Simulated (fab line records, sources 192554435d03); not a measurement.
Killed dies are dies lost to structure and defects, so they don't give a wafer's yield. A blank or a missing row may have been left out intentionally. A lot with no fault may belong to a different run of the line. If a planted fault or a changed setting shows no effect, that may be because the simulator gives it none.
A struck lot beside a sound one	flow n5 finfet	15 steps out of a route of 1938
Sound: these wafers, L694.1, L694.4, L694.5. Wafers struck: L696.3, L696.4, L696.6. The cause is named last.
Per side, at each step with rows, come the tool, then ch with its chambers, and then its first start. Under that, the readings that differ: sound wafers	struck wafers	difference of the means	sigmas: that difference in standard deviations of wafers without a fault.
alike: readings with means less than 2 such deviations apart, plus words and numbers identical on both sides. not compared: withheld readings, readings lacking a value on some wafer, bounds such as >300 that could conceal the same value, and numbers that have no deviation in the record and whose values overlap.
The two part at a step that has a row with sigmas, a row that says differs or no value, or rows on one side only. Numbers that have no deviation but don't overlap get no sigmas and don't part them. Lack of a reading on every wafer of one side parts them only where that side has two or more wafers.

first, 2 steps without rows for these wafers: N5_HKMG_FIN_STRIP_33 (strips in N2/H2); N5_HKMG_FIN_STRIP_34 (strips in CF4).
N5_HKMG_FIN_ETCH_35: etches SOC in N2/H2, target depth 215.8 nm, time 243.4 s.
  sound on rie diel-01 ch 1,2,3, day 6 22:38; struck on rie diel-01 ch 0,3, day 7 10:42
  alike: chamber pressure mTorr, drypump motor current A, h2 flow sccm, n2 flow sccm, oes product au, rf vpp V, showerhead plenum p Torr, throttle valve pct
  not compared: rf hours counter h
N5_HKMG_FIN_STRIP_92: strips SOC in N2/H2, time 20 s.
  sound on rie diel-01 ch 1,2,3, day 6 22:47; struck on rie diel-01 ch 0,3, day 7 10:51
  alike: chamber pressure mTorr, drypump motor current A, h2 flow sccm, n2 flow sccm, oes product au, rf vpp V, showerhead plenum p Torr, throttle valve pct
  not compared: rf hours counter h
then, 4 steps without rows for these wafers: N5_HKMG_FIN_WET_ETCH_18 (etches TiN in SC1, time 55 s, target depth 5.2 nm, rinse time 30 s); N5_HKMG_FIN_STRIP_19 (strips in N2/H2, time 360 s); N5_HKMG_FIN_ALD_91 (deposits TiN, target thk 1 nm, pulse time 1 s, purge time 3 s); N5_HKMG_FIN_COAT_85 (time 60 s, resist thk 300 nm).
N5_HKMG_FIN_ETCH_86: etches SOC in N2/H2, stops on TiN, target depth 393.2 nm.
  sound on rie diel-02 ch 0,2, day 6 23:40; struck on rie diel-06 ch 2,3, day 7 11:43
  alike: chamber pressure mTorr, drypump motor current A, h2 flow sccm, n2 flow sccm, oes product au, rf vpp V, showerhead plenum p Torr, throttle valve pct
  not compared: rf hours counter h
then, 2 steps without rows for these wafers: N5_HKMG_FIN_STRIP_89 (strips SOC in N2/H2, time 20 s); N5_HKMG_FIN_WET_ETCH_87 (etches TiN in SC1, time 154.2 s, target depth 4.7 nm, rinse time 30 s).
N5_HKMG_FIN_STRIP_88: strips in N2/H2, time 360 s.
  sound on plasma asher-01 ch 0,1, day 6 23:55; struck on plasma asher-02 ch 0,1, day 7 12:05
  alike: drypump motor current A, h2 flow sccm, heater power w, n2 flow sccm
  not compared: rf hours counter h
N5_HKMG_FIN_NWFM_ALD_20: deposits TiAlC, target thk 2 nm, pulse time 3 s, purge time 2 s.
  sound on ald metal-01 ch 0,1, day 7 00:18; struck on ald metal-03 ch 0,1, day 7 12:21
reading	sound	struck	difference	sigmas
co reactant pulse time s (s)	10 10 10	7.9748 7.9748 7.9748	-2.0252	
heater power w (W)	378 366 471	519 522 524	+117	+3
  alike: precursor pulse height rel
N5_HKMG_FIN_ALD_71: deposits TiN, target thk 1 nm, pulse time 1 s, purge time 3 s.
  sound on ald metal-01 ch 0,1, day 7 00:24; struck on ald metal-03 ch 0,1, day 7 12:27
reading	sound	struck	difference	sigmas
heater power w (W)	675 680 837	926 911 909	+185	+3
  alike: co reactant pulse time s, precursor pulse height rel
-- a jump in the record: the struck wafers' starts before and after are 4 days apart (it breaks off in module HKMG_FIN and resumes in module BEOL_M4, where the first step shown is number 1111 of the route) --
N5_BEOL_M4_RC_MEAS_101:
  sound on prober-01 ch 0, day 10 21:14; struck on prober-02 ch 0, day 11 02:26
reading	sound	struck	difference	sigmas
VT_P (mV)	-255 -254 -254	-248 -247 -246	+7	+2
  alike: DIBL_N, DIBL_P, IOFF_N, IOFF_P, ION_N, ION_P, SS_N, SS_P, VT_N

== WHERE THEY PART ==
Last at N5_BEOL_M4_RC_MEAS_101 as far as this record goes, first at N5_HKMG_FIN_NWFM_ALD_20.

WHY: the cause the simulator had injected
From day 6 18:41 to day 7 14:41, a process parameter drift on ald metal-03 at N5_HKMG_FIN_NWFM_ALD_20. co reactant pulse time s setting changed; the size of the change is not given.
